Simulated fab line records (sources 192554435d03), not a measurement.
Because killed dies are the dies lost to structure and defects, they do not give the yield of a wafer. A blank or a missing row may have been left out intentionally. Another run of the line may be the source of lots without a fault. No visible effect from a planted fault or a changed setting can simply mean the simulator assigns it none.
The tool behind it: which one? + flow n5_finfet + 36 wafers sampled from 12 lots at 1 step of a route of 1938

== WHAT EACH GAUGE READ, for each wafer ==
N5_WELL_APT_INSPECT_38: inspects for defects (darkfield).
| lot  | measured    | on                | raw_defect_count |
|------|-------------|-------------------|------------------|
| L075 | day 2 00:23 | defect_inspect-02 | 19 14 7          |
| L077 | day 2 10:41 | defect_inspect-02 | 10 7 13          |
| L079 | day 2 22:28 | defect_inspect-01 | 20 19 14         |
| L081 | day 3 11:05 | defect_inspect-02 | 13 20 20         |
| L083 | day 4 00:00 | defect_inspect-02 | 17 18 9          |
| L085 | day 4 10:46 | defect_inspect-02 | 10 19 23         |
| L087 | day 4 22:52 | defect_inspect-02 | 22 18 19         |
| L089 | day 5 10:47 | defect_inspect-02 | 14 9 17          |
| L091 | day 5 22:47 | defect_inspect-01 | 16 12 12         |
| L093 | day 6 10:50 | defect_inspect-02 | 20 17 30         |
| L095 | day 6 23:18 | defect_inspect-02 | 10 4 23          |
| L097 | day 7 11:14 | defect_inspect-01 | 23 10 6          |

== WHICH TOOL RAN EACH LOT (tool, then ch and the chambers of the sampled wafers, then the start) ==
Before these readings, the record contains no process step.

== THE ANSWER, worked out from the rows above alone ==
Rule: what is usual is taken from the lots themselves. The widest of any qualifying gaps counts: lots, ordered by their means at a reading, are off when they make up no more than a third of the lots, leave a main group of 4 or more, and stand apart from it by 3 or more times the standard deviation of that group's means. If all means in a main group match to the digits the tables above print for the reading, that group is not used. Also off: a lot with no number at a reading for which 4 or more lots have one. All remaining lots with rows at the step are treated as sound.
No lot is off at any reading shown: from this, nothing can be told.

== WHAT WAS PUT IN BY THE SIMULATOR ==
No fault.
